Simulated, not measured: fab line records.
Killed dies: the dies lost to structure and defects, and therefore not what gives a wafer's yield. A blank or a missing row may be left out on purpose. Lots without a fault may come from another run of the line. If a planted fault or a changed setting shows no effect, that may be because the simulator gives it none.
Chamber matching | flow n5_finfet | N5_FIN_CUT_STRIP_24 on rie_diel-06 has 4 sister chambers
The step strips in CF4. 4 wafers are shown with their chamber, then 12 later ones without.

## WAFERS WITH THEIR CHAMBER
wafer  | chamber | showerhead_plenum_p_Torr (Torr)
L085.5 | 0       | 1.86
L085.6 | 1       | 1.74
L088.2 | 2       | 1.73
L088.6 | 3       | 1.71

## WAFERS WITH NO CHAMBER GIVEN
wafer  | showerhead_plenum_p_Torr (Torr)
L094.1 | 1.73
L094.2 | 1.74
L094.4 | 1.71
L095.2 | 1.85
L095.4 | 1.73
L095.6 | 1.85
L096.2 | 1.71
L096.3 | 1.85
L096.5 | 1.85
L097.4 | 1.73
L097.5 | 1.85
L097.6 | 1.74

## WHICH CHAMBER EACH ONE RAN IN
wafer  | from the rows above     | in truth
L094.1 | can't be placed: 2 or 1 | 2
L094.2 | can't be placed: 1 or 2 | 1
L094.4 | 3                       | 3
L095.2 | 0                       | 0
L095.4 | can't be placed: 2 or 1 | 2
L095.6 | 0                       | 0
L096.2 | 3                       | 3
L096.3 | 0                       | 0
L096.5 | 0                       | 0
L097.4 | can't be placed: 2 or 1 | 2
L097.5 | 0                       | 0
L097.6 | can't be placed: 1 or 2 | 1
Correct placement for 7 of the 12. Unplaceable from these rows: 5, with the true chamber sitting among the candidates in 5. Placed wrongly: 0.
How it was worked out, from the rows above alone: a wafer's distance from a chamber is the root of the sum, over the readings, of the square of ((its reading less the chamber's mean) divided by the reading's scatter). If the next closest chamber is less than 2 further off than the closest, the wafer can't be placed; otherwise it belongs to the closest. A chamber's mean is the mean of its shown wafers. The scatter (one wafer shown for each chamber): square how far every hidden wafer sits from the nearest shown wafer, average those squares and take the square root.
